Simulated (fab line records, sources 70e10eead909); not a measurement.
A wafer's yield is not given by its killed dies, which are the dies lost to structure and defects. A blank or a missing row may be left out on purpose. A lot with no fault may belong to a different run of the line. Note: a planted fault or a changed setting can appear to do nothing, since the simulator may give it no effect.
Comparing a struck lot with a sound one + flow nand-harc + 15 out of 1302 route steps
Sound: wafers L860.2, L860.3, L860.6. Wafers L851.1, L851.4, L851.5 were the ones struck. The cause is named last.
At each step with rows: each side's tool, then ch and its chambers, then its first start. Under that, the readings that differ: sound wafers + struck wafers + difference of the means + sigmas: that difference in standard deviations of wafers without a fault.
alike: a reading whose means differ by less than 2 such deviations, as well as words and numbers matching on both sides. not compared: withheld readings; readings where some wafer has no value; bounds like >300 that might hide an equal value; numbers whose values overlap and for which the record gives no deviation.
A row with sigmas, a row that says differs or no value, or rows on one side alone: a step with any of these is where the two part. Numbers that don't overlap but have no deviation are shown without sigmas and don't part them. Lack of a reading on every wafer of one side parts them only where that side has two or more wafers.

first, 9 steps without rows for these wafers: NHARC_P_ZERO_WELL_STRIP_28 (strips in SPM, time 840 s); NHARC_P_ZERO_WELL_DEHYDRATE_29 (time 120 s); NHARC_P_ZERO_WELL_HMDS_30 (time 30 s); NHARC_P_ZERO_WELL_COAT_31; NHARC_P_ZERO_WELL_SOFTBAKE_32 (time 95 s); NHARC_P_ZERO_WELL_EBR_33; NHARC_P_ZERO_WELL_EXPOSE_34 (exposes mask P PWELL, target cd 720 nm); NHARC_P_ZERO_WELL_PEB_35 (peb time 85 s); NHARC_P_ZERO_WELL_DEVELOP_36 (time 70 s).
NHARC_P_ZERO_WELL_CD_MEAS_37: target cd 720 nm.
  sound on cd-sem-01 ch 0, day 8 16:13; struck on cd-sem-03 ch 0, day 4 21:58
  alike: cd-nm
then, 1 step without rows for these wafers: NHARC_P_ZERO_WELL_HARDBAKE_38 (time 80 s).
NHARC_P_ZERO_WELL_DESCUM_39: chemistry O2, time 3 s.
  sound on rie-diel-13 ch 0,3, day 8 16:23; struck on rie-diel-05 ch 0,1,2, day 4 22:10
  alike: drypump-motor-current-A, oes-product-au, rf-vpp-V, showerhead-plenum-p-Torr, throttle-valve-pct
  not compared: rf-hours-counter-h
NHARC_P_ZERO_WELL_IMPLANT_40:
  sound on implanter-02 ch 0, day 8 16:33; struck on implanter-01 ch 0, day 4 22:17
| reading            | sound                       | struck                        | difference | sigmas      |
|--------------------|-----------------------------|-------------------------------|------------|-------------|
| dose-ions-cm2      | 1e+13 1.0008e+13 1.0005e+13 | 6.675e+12 6.668e+12 6.671e+12 | -3.333e+12 | -99 or more |
| faraday-current-uA | 128.8 126.2 130.3           | 85.2 85.6 80.4                | -44.7      | -19         |
then, 2 steps without rows for these wafers: NHARC_P_ZERO_WELL_IMPLANT_59; NHARC_END_SORT_01.

## WHERE THEY PART
Within this record, at NHARC_P_ZERO_WELL_IMPLANT_40 only.

WHY: the cause the simulator had injected
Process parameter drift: implanter-01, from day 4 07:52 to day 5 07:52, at NHARC_P_ZERO_WELL_IMPLANT_40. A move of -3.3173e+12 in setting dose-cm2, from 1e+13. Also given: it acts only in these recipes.
